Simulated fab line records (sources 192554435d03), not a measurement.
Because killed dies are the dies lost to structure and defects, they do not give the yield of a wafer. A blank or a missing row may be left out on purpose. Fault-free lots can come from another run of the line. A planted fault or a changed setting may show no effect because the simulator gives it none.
What tool caused it? ; flow n5_finfet ; Sampling: 17 lots, 51 wafers, 3 of 1938 route steps

WHAT EACH GAUGE READ, for each wafer
N5_BEOL_M3_CD_MEAS_18: pitch 36 nm, target cd 18 nm. Usual: cd_nm 18.01 nm, standard deviation 0.29.
lot;measured;on;cd_nm (nm);flag
L075;day 8 03:27;cd_sem-03;18.06 18.13 18.70;
L077;day 8 09:22;cd_sem-02;17.50 17.78 17.73;
L078;day 8 11:47;cd_sem-02;18.03 17.68 18.18;
L079;day 8 17:02;cd_sem-03;18.31 18.30 18.50;
L080;day 8 18:40;cd_sem-01;18.43 18.11 18.41;
L082;day 8 23:52;cd_sem-03;17.65 18.22 17.82;
L083;day 9 09:46;cd_sem-03;18.09 18.35 17.80;
L085;day 10 03:17;cd_sem-03;18.27 18.08 18.25;
L087;day 11 02:34;cd_sem-01;18.26 17.78 17.92;
L088;day 12 11:50;cd_sem-03;17.92 17.83 17.72;
L089;day 12 12:05;cd_sem-01;18.16 17.81 18.22;
L090;day 13 03:24;cd_sem-01;17.82 18.31 18.06;
L092;day 13 03:26;cd_sem-03;17.62 17.53 17.65;
L093;day 13 04:23;cd_sem-02;18.12 18.61 17.86;
L094;day 13 09:07;cd_sem-03;18.49 18.05 17.94;
L095;day 13 10:05;cd_sem-01;18.10 18.13 17.97;
L096;day 14 00:06;cd_sem-02;17.90 18.34 17.70;

WHICH TOOL RAN EACH LOT (tool, then ch and the chambers of the sampled wafers, then the start)
lot;N5_BEOL_M3_ETCH_63;N5_BEOL_M3_STRIP_19
L075;rie_diel-04 ch 1,2, day 8 03:03;rie_diel-04 ch 0,1, day 8 03:22
L077;rie_diel-04 ch 2,3, day 8 08:59;rie_diel-04 ch 0,2,3, day 8 09:17
L078;rie_diel-01 ch 1,2, day 8 11:25;rie_diel-02 ch 1,2,3, day 8 11:43
L079;rie_diel-04 ch 0,2,3, day 8 16:38;rie_diel-02 ch 0,1,2, day 8 16:58
L080;rie_diel-02 ch 0,2, day 8 18:17;rie_diel-02 ch 0,1,3, day 8 18:35
L082;rie_diel-01 ch 0,1,3, day 8 23:29;rie_diel-01 ch 1,2, day 8 23:48
L083;rie_diel-02 ch 0,1, day 9 09:17;rie_diel-04 ch 2,3, day 9 09:41
L085;rie_diel-02 ch 0,1,3, day 10 02:55;rie_diel-01 ch 0,1,3, day 10 03:13
L087;rie_diel-04 ch 0,2, day 11 02:12;rie_diel-02 ch 1,2, day 11 02:30
L088;rie_diel-01 ch 0,1,2, day 12 11:21;rie_diel-02 ch 0,1,2, day 12 11:46
L089;rie_diel-01 ch 0,1,2, day 12 11:37;rie_diel-02 ch 0,2,3, day 12 12:01
L090;rie_diel-01 ch 0,2, day 13 02:59;rie_diel-04 ch 1,2, day 13 03:20
L092;rie_diel-02 ch 0,1,3, day 13 03:02;rie_diel-04 ch 0,1, day 13 03:22
L093;rie_diel-01 ch 2,3, day 13 04:01;rie_diel-01 ch 0,2, day 13 04:19
L094;rie_diel-04 ch 1,2,3, day 13 08:39;rie_diel-01 ch 0,2, day 13 09:02
L095;rie_diel-04 ch 0,2,3, day 13 09:40;rie_diel-04 ch 0,2, day 13 10:01
L096;rie_diel-01 ch 0,1, day 13 23:43;rie_diel-01 ch 0,2,3, day 14 00:02
- N5_BEOL_M3_ETCH_63: etches SiARC in CF4, target depth 15.6 nm, time 26 s.
- N5_BEOL_M3_STRIP_19: strips in O2.

WHAT THE TOOLS THEMSELVES READ (means of the sampled wafers that have a number; where no wafer has one, the mark that the record gives instead)
N5_BEOL_M3_ETCH_63. Usual: bias_w 36.01 W, standard deviation 0.11; cf4_flow_sccm 100.0 sccm, standard deviation 0.31; chamber_pressure_mTorr 40.00 mTorr, standard deviation 0.037; drypump_motor_current_A 5.4 A, standard deviation 0.46; etch_rf_on_time_s 26.1 s, standard deviation 0.43; oes_product_au 0.65 a.u., standard deviation 0.07; rf_vpp_V 184.6 V, standard deviation 0.93; showerhead_plenum_p_Torr 2.18 Torr, standard deviation 0.052; throttle_valve_pct 15.64 %, standard deviation 0.18.
lot;tool;bias_w (W);cf4_flow_sccm (sccm);chamber_pressure_mTorr (mTorr);drypump_motor_current_A (A);etch_rf_on_time_s (s);oes_product_au (a.u.);rf_vpp_V (V);showerhead_plenum_p_Torr (Torr);throttle_valve_pct (%);flag
L075;rie_diel-04;35.95;100.0;39.99;5.7;26.4;0.60;184.0;2.10;15.72;
L077;rie_diel-04;36.07;99.8;40.02;5.5;26.3;0.63;184.0;2.14;15.63;
L078;rie_diel-01;36.00;100.1;40.04;5.3;25.7;0.64;184.5;2.16;15.82;
L079;rie_diel-04;36.04;100.2;40.00;5.7;26.4;0.62;184.0;2.15;15.71;
L080;rie_diel-02;36.00;99.8;40.03;4.9;26.1;0.67;184.8;2.23;15.88;
L082;rie_diel-01;36.02;100.0;40.02;5.3;26.3;0.62;185.0;2.22;15.64;
L083;rie_diel-02;35.97;99.9;40.00;5.0;26.6;0.60;183.7;2.21;15.66;
L085;rie_diel-02;35.94;100.4;39.96;5.2;26.4;0.63;185.3;2.23;15.53;
L087;rie_diel-04;36.01;100.0;40.04;5.7;26.6;0.67;183.2;2.14;15.67;
L088;rie_diel-01;35.98;100.2;40.01;5.4;25.6;0.70;184.6;2.18;15.60;
L089;rie_diel-01;36.11;100.2;40.03;5.4;25.8;0.70;184.2;2.18;15.60;
L090;rie_diel-01;36.13;99.9;40.06;5.2;25.6;0.63;184.8;2.19;15.59;
L092;rie_diel-02;35.98;99.7;39.99;5.2;26.4;0.63;185.1;2.22;15.57;
L093;rie_diel-01;35.94;99.9;39.99;4.8;25.7;0.62;184.6;2.16;15.74;
L094;rie_diel-04;35.98;100.1;40.00;5.7;26.4;0.67;185.0;2.17;15.56;
L095;rie_diel-04;36.02;100.1;40.01;5.7;26.6;0.66;184.5;2.14;15.63;
L096;rie_diel-01;35.98;99.6;39.99;5.7;25.7;0.74;184.6;2.20;15.51;

N5_BEOL_M3_STRIP_19. Usual: chamber_pressure_mTorr 30.001 mTorr, standard deviation 0.026; drypump_motor_current_A 5.4 A, standard deviation 0.45; oes_product_au 0.76 a.u., standard deviation 0.075; rf_vpp_V 3.6 V, standard deviation 0.46; showerhead_plenum_p_Torr 2.14 Torr, standard deviation 0.057; throttle_valve_pct 16.70 %, standard deviation 0.2.
lot;tool;chamber_pressure_mTorr (mTorr);drypump_motor_current_A (A);oes_product_au (a.u.);rf_vpp_V (V);showerhead_plenum_p_Torr (Torr);throttle_valve_pct (%);flag
L075;rie_diel-04;30.018;6.1;0.69;3.4;2.10;16.94;
L077;rie_diel-04;30.013;5.7;0.72;3.7;2.11;16.78;
L078;rie_diel-02;29.980;5.1;0.81;3.7;2.20;16.62;
L079;rie_diel-02;30.013;5.0;0.76;3.7;2.19;16.78;
L080;rie_diel-02;30.007;5.2;0.76;3.4;2.19;16.56;
L082;rie_diel-01;30.002;5.5;0.71;3.4;2.14;16.94;
L083;rie_diel-04;29.976;5.5;0.73;3.7;2.08;16.70;
L085;rie_diel-01;30.025;5.3;0.72;3.6;2.17;16.68;
L087;rie_diel-02;29.979;4.9;0.79;3.8;2.20;16.87;
L088;rie_diel-02;29.986;5.0;0.74;3.3;2.18;16.82;
L089;rie_diel-02;29.985;5.1;0.76;3.6;2.18;16.79;
L090;rie_diel-04;29.972;5.7;0.77;3.4;2.12;16.67;
L092;rie_diel-04;29.999;6.1;0.93;3.7;2.21;16.46;
L093;rie_diel-01;29.993;5.2;0.73;3.6;2.13;16.80;
L094;rie_diel-01;30.031;5.1;0.73;4.1;2.13;16.80;
L095;rie_diel-04;30.004;5.9;0.84;3.5;2.11;16.69;
L096;rie_diel-01;30.006;5.0;0.72;3.3;2.14;16.69;

THE ANSWER, worked out from the rows above alone
Rule: a lot is off if the mean of its wafers that have a number lies more than 3 standard deviations from the usual mean. Also off: a lot with no number at a reading for which 4 or more lots have one. All remaining lots with rows at the step are treated as sound. After the gauges, taken in route order, come the tools' own readings; for these a lot's mean is taken, as printed above. The first step at which some lot is off is used, and at that step the reading that is off furthest; a lot without a number counts as furthest.
No lot is off on any of the readings shown, so nothing can be concluded from this.

WHAT WAS PUT IN BY THE SIMULATOR
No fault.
